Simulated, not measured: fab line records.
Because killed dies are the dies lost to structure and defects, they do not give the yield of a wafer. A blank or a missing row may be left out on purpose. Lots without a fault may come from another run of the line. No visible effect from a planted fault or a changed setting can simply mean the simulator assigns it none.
Matching of chambers || flow n5-finfet || rie-diel-03 running N5_FIN_CUT_ETCH_21: 4 sister chambers
The step etches SOC in N2/H2, target depth 219 nm, overetch 43.8 nm, time 523.5 s. 8 wafers are shown with their chamber, then 9 later ones without.

== EACH WAFER AND ITS CHAMBER ==
{"wafer": "L079.3", "chamber": 1, "drypump-motor-current-A (A)": 5.8, "throttle-valve-pct (%)": 17.92}
{"wafer": "L086.3", "chamber": 2, "drypump-motor-current-A (A)": 5.7, "throttle-valve-pct (%)": 17.52}
{"wafer": "L086.5", "chamber": 2, "drypump-motor-current-A (A)": 5.7, "throttle-valve-pct (%)": 17.53}
{"wafer": "L090.4", "chamber": 3, "drypump-motor-current-A (A)": 6.3, "throttle-valve-pct (%)": 17.75}
{"wafer": "L090.6", "chamber": 0, "drypump-motor-current-A (A)": 6.2, "throttle-valve-pct (%)": 18.18}
{"wafer": "L093.2", "chamber": 1, "drypump-motor-current-A (A)": 5.7, "throttle-valve-pct (%)": 17.97}
{"wafer": "L093.4", "chamber": 3, "drypump-motor-current-A (A)": 6.3, "throttle-valve-pct (%)": 17.75}
{"wafer": "L093.5", "chamber": 0, "drypump-motor-current-A (A)": 6.2, "throttle-valve-pct (%)": 18.19}

== WAFERS WITHOUT THEIR CHAMBER ==
{"wafer": "L095.1", "drypump-motor-current-A (A)": 6.3, "throttle-valve-pct (%)": 17.78}
{"wafer": "L095.4", "drypump-motor-current-A (A)": 6.2, "throttle-valve-pct (%)": 18.20}
{"wafer": "L095.5", "drypump-motor-current-A (A)": 6.3, "throttle-valve-pct (%)": 17.77}
{"wafer": "L096.2", "drypump-motor-current-A (A)": 6.2, "throttle-valve-pct (%)": 18.20}
{"wafer": "L096.4", "drypump-motor-current-A (A)": 6.3, "throttle-valve-pct (%)": 17.78}
{"wafer": "L096.6", "drypump-motor-current-A (A)": 6.2, "throttle-valve-pct (%)": 18.19}
{"wafer": "L097.4", "drypump-motor-current-A (A)": 5.7, "throttle-valve-pct (%)": 18.00}
{"wafer": "L097.5", "drypump-motor-current-A (A)": 6.2, "throttle-valve-pct (%)": 18.18}
{"wafer": "L097.6", "drypump-motor-current-A (A)": 6.4, "throttle-valve-pct (%)": 17.77}

== THE CHAMBER EACH PASSED THROUGH ==
{"wafer": "L095.1", "from the rows above": 3, "in truth": 3}
{"wafer": "L095.4", "from the rows above": 0, "in truth": 0}
{"wafer": "L095.5", "from the rows above": 3, "in truth": 3}
{"wafer": "L096.2", "from the rows above": 0, "in truth": 0}
{"wafer": "L096.4", "from the rows above": 3, "in truth": 3}
{"wafer": "L096.6", "from the rows above": 0, "in truth": 0}
{"wafer": "L097.4", "from the rows above": 1, "in truth": 1}
{"wafer": "L097.5", "from the rows above": 0, "in truth": 0}
{"wafer": "L097.6", "from the rows above": 3, "in truth": 3}
Correctly placed: 9 of 9. Can't be placed from these rows: 0. Wrongly placed: 0.
How it was worked out, from the rows above alone: a wafer's distance from a chamber is the root of the sum, over the readings, of the square of ((its reading less the chamber's mean) divided by the reading's scatter). If the next closest chamber is less than 2 further off than the closest, the wafer can't be placed; otherwise it belongs to the closest. For every chamber, the mean is computed from those of its wafers that are shown. The scatter: the root of (the sum of the squares of (reading less its chamber's mean) over the shown wafers, divided by (wafers less chambers)).
